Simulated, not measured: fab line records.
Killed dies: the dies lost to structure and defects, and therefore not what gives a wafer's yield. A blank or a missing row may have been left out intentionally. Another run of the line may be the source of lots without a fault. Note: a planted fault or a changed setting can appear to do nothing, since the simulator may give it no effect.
Chamber matching || flow nand-harc || rie-diel-02 running NHARC_P_BONDPAD_STRIP_15: 4 sister chambers
The step strips in O2. 4 wafers are shown with their chamber, then 7 later ones without.

## WAFERS, EACH WITH ITS CHAMBER
{"wafer": "L085.6", "chamber": 2, "drypump-motor-current-A (A)": 5.0}
{"wafer": "L085.4", "chamber": 3, "drypump-motor-current-A (A)": 5.4}
{"wafer": "L087.1", "chamber": 1, "drypump-motor-current-A (A)": 5.9}
{"wafer": "L087.5", "chamber": 0, "drypump-motor-current-A (A)": 6.3}

## WAFERS WHOSE CHAMBER IS MISSING
{"wafer": "L087.6", "drypump-motor-current-A (A)": 5.4}
{"wafer": "L094.2", "drypump-motor-current-A (A)": 5.4}
{"wafer": "L094.4", "drypump-motor-current-A (A)": 5.0}
{"wafer": "L094.5", "drypump-motor-current-A (A)": 5.4}
{"wafer": "L095.1", "drypump-motor-current-A (A)": 5.1}
{"wafer": "L095.3", "drypump-motor-current-A (A)": 6.4}
{"wafer": "L095.6", "drypump-motor-current-A (A)": 6.3}

## WHICH CHAMBER EACH ONE RAN IN
{"wafer": "L087.6", "from the rows above": 3, "in truth": 3}
{"wafer": "L094.2", "from the rows above": 3, "in truth": 3}
{"wafer": "L094.4", "from the rows above": 2, "in truth": 2}
{"wafer": "L094.5", "from the rows above": 3, "in truth": 3}
{"wafer": "L095.1", "from the rows above": 2, "in truth": 2}
{"wafer": "L095.3", "from the rows above": 0, "in truth": 0}
{"wafer": "L095.6", "from the rows above": 0, "in truth": 0}
Correctly placed: 7 of 7. Number that these rows cannot place: 0. Placed wrongly: 0.
How it was worked out, from the rows above alone: a wafer's distance from a chamber is the root of the sum, over the readings, of the square of ((its reading less the chamber's mean) divided by the reading's scatter). The wafer belongs to the nearest chamber; if the next one is less than 2 further off, it can't be placed. Each chamber's mean is taken over the wafers shown for it. The scatter: root of mean squared gap, hidden wafer to nearest shown wafer, with one shown wafer a chamber.
